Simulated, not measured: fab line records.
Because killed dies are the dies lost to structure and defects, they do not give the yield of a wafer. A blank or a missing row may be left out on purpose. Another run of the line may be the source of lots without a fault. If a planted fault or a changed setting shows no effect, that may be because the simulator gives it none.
Chamber matching | flow n5 finfet | 4 sister chambers for N5_FIN_SAQP_HM_OPEN_33 on rie diel-06
The step chemistry CH3F/O2, target SiNx, target depth 49.4 nm, time 70.6 s. 4 wafers are shown with their chamber, then 9 later ones without.

WAFERS, EACH WITH ITS CHAMBER
wafer  | chamber | throttle valve pct (%)
L086.3 | 0       | 16.63
L088.1 | 1       | 16.39
L088.3 | 2       | 16.21
L088.5 | 3       | 16.47

WAFERS WHOSE CHAMBER IS MISSING
wafer  | throttle valve pct (%)
L089.1 | 16.22
L089.5 | 16.47
L089.6 | 16.23
L094.1 | 16.67
L094.2 | 16.42
L094.3 | 16.25
L096.2 | 16.42
L096.4 | 16.66
L096.5 | 16.65

WHICH CHAMBER EACH ONE RAN IN
wafer  | from the rows above     | in truth
L089.1 | 2                       | 2
L089.5 | 3                       | 3
L089.6 | 2                       | 2
L094.1 | 0                       | 0
L094.2 | can't be placed: 1 or 3 | 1
L094.3 | 2                       | 2
L096.2 | can't be placed: 1 or 3 | 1
L096.4 | 0                       | 0
L096.5 | 0                       | 0
7 of 9 placed correctly. These rows do not allow placing 2 (true chamber among the candidates in 2). 0 placed wrongly.
How it was worked out, from the rows above alone: a wafer's distance from a chamber is the root of the sum, over the readings, of the square of ((its reading less the chamber's mean) divided by the reading's scatter). If the next closest chamber is less than 2 further off than the closest, the wafer can't be placed; otherwise it belongs to the closest. Each chamber's mean is taken over the wafers shown for it. The scatter (one wafer shown for each chamber): square how far every hidden wafer sits from the nearest shown wafer, average those squares and take the square root.
